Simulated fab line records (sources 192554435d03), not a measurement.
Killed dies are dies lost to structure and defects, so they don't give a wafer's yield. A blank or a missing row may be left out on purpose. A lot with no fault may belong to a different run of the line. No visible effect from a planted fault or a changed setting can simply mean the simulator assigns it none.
Which of the tools did it? | flow n5Finfet | 12 lots (36 wafers sampled), 1 step of a 1938-step route

WHAT THE GAUGES READ, wafer by wafer
N5_BEOL_M4_INSPECT_59: inspects for defects (darkfield).
lot  | measured     | on               | rawDefectCount
L076 | day 8 06:38  | defectInspect-02 | 30 40 39
L077 | day 8 11:34  | defectInspect-01 | 86 148 70
L079 | day 9 03:43  | defectInspect-02 | 89 140 91
L080 | day 9 11:07  | defectInspect-02 | 69 48 48
L083 | day 10 03:25 | defectInspect-01 | 74 69 59
L085 | day 10 15:11 | defectInspect-02 | 124 93 63
L088 | day 11 03:52 | defectInspect-01 | 72 87 91
L089 | day 11 10:56 | defectInspect-02 | 74 66 115
L090 | day 12 15:13 | defectInspect-01 | 44 50 56
L092 | day 13 02:18 | defectInspect-01 | 99 49 77
L095 | day 13 11:59 | defectInspect-01 | 71 85 93
L097 | day 14 01:29 | defectInspect-02 | 53 62 54

WHICH TOOL RAN EACH LOT (tool, then ch and the chambers of the sampled wafers, then the start)
The record shows no process step preceding these readings.

THE ANSWER, worked out from the rows above alone
Rule: what is usual is taken from the lots themselves. Put in order of their means at a reading, lots are off if they are a third of the lots or fewer, leave a main group of 4 or more, and stand apart from it by a gap of 3 or more times the standard deviation of the main group's means; of several such gaps the widest counts. If all means in a main group match to the digits the tables above print for the reading, that group is not used. A lot without any number at a reading at which 4 lots or more have one is off too. Any other lot the step has rows for is counted as sound.
Across all readings shown, no lot is off: no conclusion can be drawn from this.

WHAT THE SIMULATOR PUT IN
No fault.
